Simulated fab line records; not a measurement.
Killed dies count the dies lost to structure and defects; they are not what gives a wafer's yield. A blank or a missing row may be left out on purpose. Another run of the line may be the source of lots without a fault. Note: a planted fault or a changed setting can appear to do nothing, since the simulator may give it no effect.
Split-lot trial / flow n5 finfet / on a route of 1938 steps: 7 lots, 21 wafers read

## SPLIT DETAILS
At N5_FIN_CUT_EXPOSE_05 (exposes mask FIN CUT), the setting dose mj was moved away from the recipe's 45.75 on 5 of the 21 wafers read, by -7.0% to +6.8%. This setting was run at the recipe's value on the other wafers.

## FROM THE SPLIT TO THE READING: what the file shows between them, 2 steps
- N5_FIN_CUT_PEB_06: peb time 60 s
- N5_FIN_CUT_DEVELOP_07: develop time 30 s

## THE READING
At N5_FIN_CUT_CD_MEAS_08: cd nm in nanometres, against a target cd of 29.1 nm. On this fab line, fault-free wafers typically give 29.14 nm with a standard deviation of 0.23 nm.

wafer=L074.1; tool, chamber at the split=euv scanner-01, 0; dose mj as run=45.75; against the recipe=recipe; cd nm, nm=29.18; against lot-mates on the recipe=-
wafer=L074.4; tool, chamber at the split=euv scanner-01, 0; dose mj as run=42.54; against the recipe=-7.0%; cd nm, nm=27.57; against lot-mates on the recipe=-1.45
wafer=L074.5; tool, chamber at the split=euv scanner-01, 0; dose mj as run=45.75; against the recipe=recipe; cd nm, nm=28.87; against lot-mates on the recipe=-
wafer=L080.2; tool, chamber at the split=euv scanner-02, 0; dose mj as run=45.75; against the recipe=recipe; cd nm, nm=29.16; against lot-mates on the recipe=-
wafer=L080.4; tool, chamber at the split=euv scanner-02, 0; dose mj as run=45.75; against the recipe=recipe; cd nm, nm=29.19; against lot-mates on the recipe=-
wafer=L080.5; tool, chamber at the split=euv scanner-02, 0; dose mj as run=48.85; against the recipe=+6.8%; cd nm, nm=30.15; against lot-mates on the recipe=+0.97
wafer=L081.2; tool, chamber at the split=euv scanner-02, 0; dose mj as run=45.75; against the recipe=recipe; cd nm, nm=29.12; against lot-mates on the recipe=-
wafer=L081.5; tool, chamber at the split=euv scanner-02, 0; dose mj as run=45.75; against the recipe=recipe; cd nm, nm=29.27; against lot-mates on the recipe=-
wafer=L081.6; tool, chamber at the split=euv scanner-02, 0; dose mj as run=45.75; against the recipe=recipe; cd nm, nm=28.93; against lot-mates on the recipe=-
wafer=L085.3; tool, chamber at the split=euv scanner-01, 0; dose mj as run=48.31; against the recipe=+5.6%; cd nm, nm=30.43; against lot-mates on the recipe=+1.30
wafer=L085.4; tool, chamber at the split=euv scanner-01, 0; dose mj as run=45.75; against the recipe=recipe; cd nm, nm=29.13; against lot-mates on the recipe=-
wafer=L085.6; tool, chamber at the split=euv scanner-01, 0; dose mj as run=48.31; against the recipe=+5.6%; cd nm, nm=29.70; against lot-mates on the recipe=+0.57
wafer=L087.1; tool, chamber at the split=euv scanner-01, 0; dose mj as run=45.75; against the recipe=recipe; cd nm, nm=29.81; against lot-mates on the recipe=-
wafer=L087.2; tool, chamber at the split=euv scanner-01, 0; dose mj as run=45.75; against the recipe=recipe; cd nm, nm=29.55; against lot-mates on the recipe=-
wafer=L087.4; tool, chamber at the split=euv scanner-01, 0; dose mj as run=45.75; against the recipe=recipe; cd nm, nm=29.56; against lot-mates on the recipe=-
wafer=L091.1; tool, chamber at the split=euv scanner-01, 0; dose mj as run=47.29; against the recipe=+3.4%; cd nm, nm=29.57; against lot-mates on the recipe=+0.59
wafer=L091.2; tool, chamber at the split=euv scanner-01, 0; dose mj as run=45.75; against the recipe=recipe; cd nm, nm=28.77; against lot-mates on the recipe=-
wafer=L091.6; tool, chamber at the split=euv scanner-01, 0; dose mj as run=45.75; against the recipe=recipe; cd nm, nm=29.19; against lot-mates on the recipe=-
wafer=L095.2; tool, chamber at the split=euv scanner-01, 0; dose mj as run=45.75; against the recipe=recipe; cd nm, nm=28.75; against lot-mates on the recipe=-
wafer=L095.3; tool, chamber at the split=euv scanner-01, 0; dose mj as run=45.75; against the recipe=recipe; cd nm, nm=29.17; against lot-mates on the recipe=-
wafer=L095.6; tool, chamber at the split=euv scanner-01, 0; dose mj as run=45.75; against the recipe=recipe; cd nm, nm=29.16; against lot-mates on the recipe=-

FIT RESULTS
A straight line over all 21 wafers: cd nm changes by +0.176 nm for each +1% of dose mj; r = +0.86; the points scatter about the line by 0.3 nm.
The same after taking each lot's own level away (the mean of its wafers on the recipe; 21 wafers): +0.175 nm for each +1%; r = +0.93; scatter 0.19 nm.
The reading moves by 1.2 nm for the largest change in dose mj, on that fit.
The lots' own levels span 28.980 to 29.640 nm, that is 2.9 times the standard deviation above.
The two slopes agree, so the slope changes little with the lot-to-lot level.
Check: -1.11 nm against its lot-mates is what the line predicts for one of the wafers moved furthest among these (-7.0%) when that wafer is left out of the fit. Against them it came out at -1.45 nm.

## THE WHOLE CHAIN: every reading that the file lists as answering this split, in the file's order
step=N5_FIN_CUT_CD_MEAS_08; what it does=target cd 29.1 nm; reading=cd nm; change (the file's fit)=+0.175 nm for each +1% of the setting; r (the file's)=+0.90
step=N5_FIN_CUT_ETCH_30; what it does=etches underlayer in N2/H2, target depth 13 nm, time 10.4 s; reading=FIN_CUT.cd offset nm (the simulator's own value, which no gauge read); change (the file's fit)=+0.177 nm for each +1% of the setting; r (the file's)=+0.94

## THE FILE'S OWN FIT
cd nm changes by +0.175 nm for each +1% of dose mj, r = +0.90.
